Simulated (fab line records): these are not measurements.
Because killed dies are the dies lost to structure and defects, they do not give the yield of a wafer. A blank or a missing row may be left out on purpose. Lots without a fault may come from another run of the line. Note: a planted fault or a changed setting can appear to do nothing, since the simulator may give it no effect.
The tool behind it: which one?    flow n5Finfet    24 lots, 72 wafers sampled, at 5 steps of a route of 1938

WHAT THE GAUGES SHOWED, per wafer
N5_BEOL_M10_CD_MEAS_18: pitch 140 nm, target cd 70 nm. Usual: 70.1 nm for cdNm, sd 0.62.
lot   measured      on        cdNm (nm)       flag
L074  day 9 12:19   cdSem-01  70.3 70.2 70.3  
L076  day 9 18:34   cdSem-03  69.1 68.9 69.0  
L075  day 10 06:01  cdSem-02  69.9 70.8 70.2  
L077  day 10 20:28  cdSem-02  69.7 70.6 70.4  
L079  day 11 02:37  cdSem-01  70.0 69.9 69.3  
L081  day 11 07:49  cdSem-01  69.9 71.0 69.8  
L078  day 11 07:58  cdSem-02  70.9 69.6 70.7  
L080  day 11 09:25  cdSem-01  69.5 69.7 70.3  
L082  day 11 12:10  cdSem-02  69.6 68.8 68.9  
L083  day 12 06:33  cdSem-03  70.7 69.9 69.9  
L084  day 12 06:53  cdSem-02  69.5 69.4 70.0  
L085  day 12 14:53  cdSem-02  71.4 70.2 71.0  
L086  day 13 02:35  cdSem-01  70.3 70.3 70.0  
L088  day 13 06:43  cdSem-03  70.0 69.5 68.9  
L087  day 13 08:14  cdSem-01  69.6 70.8 70.2  
L089  day 13 21:37  cdSem-02  70.2 70.1 70.6  
L092  day 14 01:58  cdSem-02  70.5 69.2 70.9  
L091  day 14 02:15  cdSem-02  69.2 70.4 69.6  
L090  day 14 02:42  cdSem-02  70.1 70.6 71.6  
L093  day 14 10:00  cdSem-01  70.3 71.0 71.0  
L094  day 14 18:31  cdSem-02  69.9 70.0 69.9  
L095  day 14 23:05  cdSem-01  71.0 70.3 70.6  
L096  day 15 18:34  cdSem-02  70.7 69.6 69.5  
L097  day 15 19:01  cdSem-03  69.8 70.6 71.2  

N5_BEOL_M10_THK_MEAS_53: measures by xrf. Usual: M10_THK gives 139.2 nm (standard deviation 2.7).
lot   measured      on            M10_THK (nm)       flag
L074  day 9 15:31   filmMetro-02  140.1 140.1 137.1  
L076  day 10 03:36  filmMetro-01  142.5 138.1 138.2  
L075  day 10 09:36  filmMetro-02  135.8 142.1 136.6  
L077  day 11 04:05  filmMetro-01  139.0 140.2 139.0  
L079  day 11 07:42  filmMetro-01  137.5 139.7 135.3  
L081  day 11 12:14  filmMetro-01  138.2 142.1 139.2  
L078  day 11 12:38  filmMetro-01  143.1 142.1 141.5  
L080  day 11 13:11  filmMetro-01  139.0 138.2 139.9  
L082  day 11 15:58  filmMetro-01  139.1 139.6 137.7  
L083  day 12 11:21  filmMetro-01  144.2 141.4 137.3  
L084  day 12 11:43  filmMetro-02  142.7 140.6 142.2  
L085  day 12 20:38  filmMetro-01  140.4 137.7 141.0  
L086  day 13 08:50  filmMetro-02  140.0 138.8 140.2  
L088  day 13 09:59  filmMetro-02  137.3 136.4 138.5  
L087  day 13 11:38  filmMetro-01  140.8 139.0 139.1  
L089  day 14 02:40  filmMetro-02  139.3 139.0 135.7  
L092  day 14 06:20  filmMetro-01  136.2 135.7 136.2  
L091  day 14 06:29  filmMetro-02  134.8 137.4 137.0  
L090  day 14 06:47  filmMetro-02  138.8 137.2 135.8  
L093  day 14 16:58  filmMetro-02  138.9 138.4 136.9  
L094  day 15 01:22  filmMetro-02  136.1 136.2 137.0  
L095  day 15 02:29  filmMetro-02  138.1 136.9 139.2  
L096  day 16 00:21  filmMetro-01  138.1 138.2 137.8  
L097  day 16 01:04  filmMetro-02  141.2 140.8 143.9  

N5_BEOL_M11_INSPECT_13: inspects for defects (brightfield). Usual: 405 for rawDefectCount, sd 84.
lot   measured      on                rawDefectCount  flag
L074  day 9 17:46   defectInspect-02  365 372 346     
L076  day 10 05:37  defectInspect-01  545 383 377     
L075  day 10 11:47  defectInspect-01  355 274 419     
L077  day 11 06:58  defectInspect-02  319 403 298     
L079  day 11 10:47  defectInspect-02  421 470 437     
L081  day 11 14:28  defectInspect-02  255 377 236     
L078  day 11 15:02  defectInspect-02  445 501 428     
L080  day 11 14:53  defectInspect-01  390 558 376     
L082  day 11 18:37  defectInspect-01  566 477 423     
L083  day 12 14:24  defectInspect-02  334 353 360     
L084  day 12 14:26  defectInspect-01  410 382 467     
L085  day 12 23:11  defectInspect-01  426 507 451     
L086  day 13 10:09  defectInspect-02  512 445 465     
L088  day 13 13:38  defectInspect-02  338 319 318     
L087  day 13 13:48  defectInspect-02  358 346 430     
L089  day 14 04:51  defectInspect-02  351 404 406     
L092  day 14 09:29  defectInspect-01  503 475 450     
L091  day 14 09:38  defectInspect-02  350 296 380     
L090  day 14 09:49  defectInspect-01  395 404 398     
L093  day 14 20:01  defectInspect-02  336 348 375     
L094  day 15 02:44  defectInspect-01  635 482 448     
L095  day 15 05:12  defectInspect-01  422 424 524     
L096  day 16 03:32  defectInspect-02  327 241 267     
L097  day 16 04:08  defectInspect-02  397 388 339     

EACH LOT AND THE TOOL THAT RAN IT (in order: tool; ch and the chambers of the sampled wafers; start)
lot   N5_BEOL_M10_STRIP_36               N5_BEOL_M10_DEGAS_44
L074  rieDiel-05 ch 1,2, day 9 13:05     pvdSputter-02, day 9 13:56
L076  rieDiel-05 ch 1,2,3, day 9 23:26   pvdSputter-02, day 10 00:34
L075  rieDiel-05 ch 0,1,3, day 10 06:40  pvdSputter-03, day 10 07:44
L077  rieDiel-05 ch 0,1,2, day 11 00:43  pvdSputter-01, day 11 01:29
L079  rieDiel-06 ch 0,1,3, day 11 03:26  pvdSputter-01, day 11 06:16
L081  rieDiel-05 ch 0,2, day 11 08:42    pvdSputter-01, day 11 10:28
L078  rieDiel-03 ch 1,3, day 11 08:51    pvdSputter-03, day 11 10:32
L080  rieDiel-03 ch 0,3, day 11 10:17    pvdSputter-03, day 11 11:20
L082  rieDiel-06 ch 0,1, day 11 13:28    pvdSputter-02, day 11 14:23
L083  rieDiel-05 ch 0,1,3, day 12 08:25  pvdSputter-03, day 12 09:30
L084  rieDiel-03 ch 0,1,3, day 12 08:35  pvdSputter-03, day 12 09:25
L085  rieDiel-05 ch 0,2,3, day 12 16:55  pvdSputter-02, day 12 17:44
L086  rieDiel-05 ch 0,1,2, day 13 05:38  pvdSputter-02, day 13 06:54
L088  rieDiel-05 ch 0,1, day 13 07:29    pvdSputter-03, day 13 08:14
L087  rieDiel-03 ch 2,3, day 13 09:07    pvdSputter-03, day 13 10:14
L089  rieDiel-06 ch 0,3, day 13 22:34    pvdSputter-01, day 14 00:58
L092  rieDiel-06 ch 0,1,3, day 14 03:15  pvdSputter-03, day 14 04:37
L091  rieDiel-06 ch 1,2, day 14 03:47    pvdSputter-02, day 14 04:49
L090  rieDiel-05 ch 0,2,3, day 14 04:07  pvdSputter-03, day 14 04:58
L093  rieDiel-05 ch 0,1, day 14 13:51    pvdSputter-02, day 14 14:51
L094  rieDiel-06 ch 0,1, day 14 22:01    pvdSputter-03, day 14 23:06
L095  rieDiel-05 ch 0,1,2, day 15 00:17  pvdSputter-02, day 15 01:02
L096  rieDiel-03 ch 0,2,3, day 15 21:47  pvdSputter-01, day 15 22:44
L097  rieDiel-03 ch 0,1,3, day 15 22:18  pvdSputter-03, day 15 23:25
- N5_BEOL_M10_STRIP_36: strips in N2/H2.
- N5_BEOL_M10_DEGAS_44: time 60 s.

WHAT THE TOOLS THEMSELVES READ (means of the sampled wafers that have a number; where no wafer has one, the mark that the record gives instead)
N5_BEOL_M10_STRIP_36. Usual: drypumpMotorCurrentA 5.6 A, standard deviation 0.36; oesProductAu 0.77 a.u., standard deviation 0.087; rfVppV 59.1 V, standard deviation 2; showerheadPlenumPTorr 2.52 Torr, standard deviation 0.078; throttleValvePct 23.56 %, standard deviation 0.25.
lot   tool        drypumpMotorCurrentA (A)  oesProductAu (a.u.)  rfVppV (V)  showerheadPlenumPTorr (Torr)  throttleValvePct (%)  flag
L074  rieDiel-05  5.4                       0.73                 58.6        2.55                          23.53                 
L076  rieDiel-05  5.4                       0.78                 62.2        2.54                          23.59                 
L075  rieDiel-05  5.4                       0.78                 58.4        2.50                          23.71                 
L077  rieDiel-05  5.5                       0.71                 59.6        2.54                          23.50                 
L079  rieDiel-06  5.6                       0.82                 58.8        2.51                          23.35                 
L081  rieDiel-05  5.7                       0.71                 59.4        2.54                          23.48                 
L078  rieDiel-03  5.4                       0.88                 59.3        2.55                          23.76                 
L080  rieDiel-03  5.9                       0.81                 57.0        2.44                          23.49                 
L082  rieDiel-06  5.2                       0.90                 60.2        2.57                          23.40                 
L083  rieDiel-05  5.4                       0.75                 55.9        2.49                          23.72                 
L084  rieDiel-03  5.7                       0.84                 58.6        2.49                          23.62                 
L085  rieDiel-05  5.5                       0.76                 57.6        2.53                          23.57                 
L086  rieDiel-05  5.5                       0.70                 58.8        2.54                          23.53                 
L088  rieDiel-05  5.5                       0.69                 59.2        2.50                          23.63                 
L087  rieDiel-03  6.0                       0.75                 57.5        2.43                          23.80                 
L089  rieDiel-06  6.0                       0.76                 57.6        2.46                          23.48                 
L092  rieDiel-06  5.7                       0.77                 57.7        2.50                          23.37                 
L091  rieDiel-06  5.5                       0.77                 59.8        2.57                          23.20                 
L090  rieDiel-05  5.5                       0.74                 60.9        2.52                          23.59                 
L093  rieDiel-05  5.5                       0.68                 59.0        2.49                          23.70                 
L094  rieDiel-06  5.2                       0.83                 59.0        2.56                          23.43                 
L095  rieDiel-05  5.5                       0.69                 59.4        2.53                          23.55                 
L096  rieDiel-03  6.0                       0.75                 59.8        2.43                          23.69                 
L097  rieDiel-03  5.6                       0.81                 58.9        2.48                          23.65                 

N5_BEOL_M10_DEGAS_44. Usual: 361 W for heaterPowerW, sd 51.
lot   tool           heaterPowerW (W)  flag
L074  pvdSputter-02  394               
L076  pvdSputter-02  397               
L075  pvdSputter-03  357               
L077  pvdSputter-01  395               
L079  pvdSputter-01  374               
L081  pvdSputter-01  385               
L078  pvdSputter-03  337               
L080  pvdSputter-03  359               
L082  pvdSputter-02  348               
L083  pvdSputter-03  349               
L084  pvdSputter-03  323               
L085  pvdSputter-02  367               
L086  pvdSputter-02  344               
L088  pvdSputter-03  312               
L087  pvdSputter-03  325               
L089  pvdSputter-01  369               
L092  pvdSputter-03  346               
L091  pvdSputter-02  369               
L090  pvdSputter-03  346               
L093  pvdSputter-02  365               
L094  pvdSputter-03  351               
L095  pvdSputter-02  378               
L096  pvdSputter-01  348               
L097  pvdSputter-03  351               

THE ANSWER, worked out from the rows above alone
Rule: take the mean of a lot's wafers that have a number; if it is more than 3 standard deviations from the usual mean, the lot is off. A lot without any number at a reading at which 4 lots or more have one is off too. The other lots that the step has rows for count as sound. First the gauges in route order, then the tools' own readings, where a lot's mean is used as printed above. The first step at which some lot is off is used, and at that step the reading that is off furthest; a lot without a number counts as furthest.
None of the lots is off at any reading shown; this tells nothing.

WHAT THE SIMULATOR PUT IN
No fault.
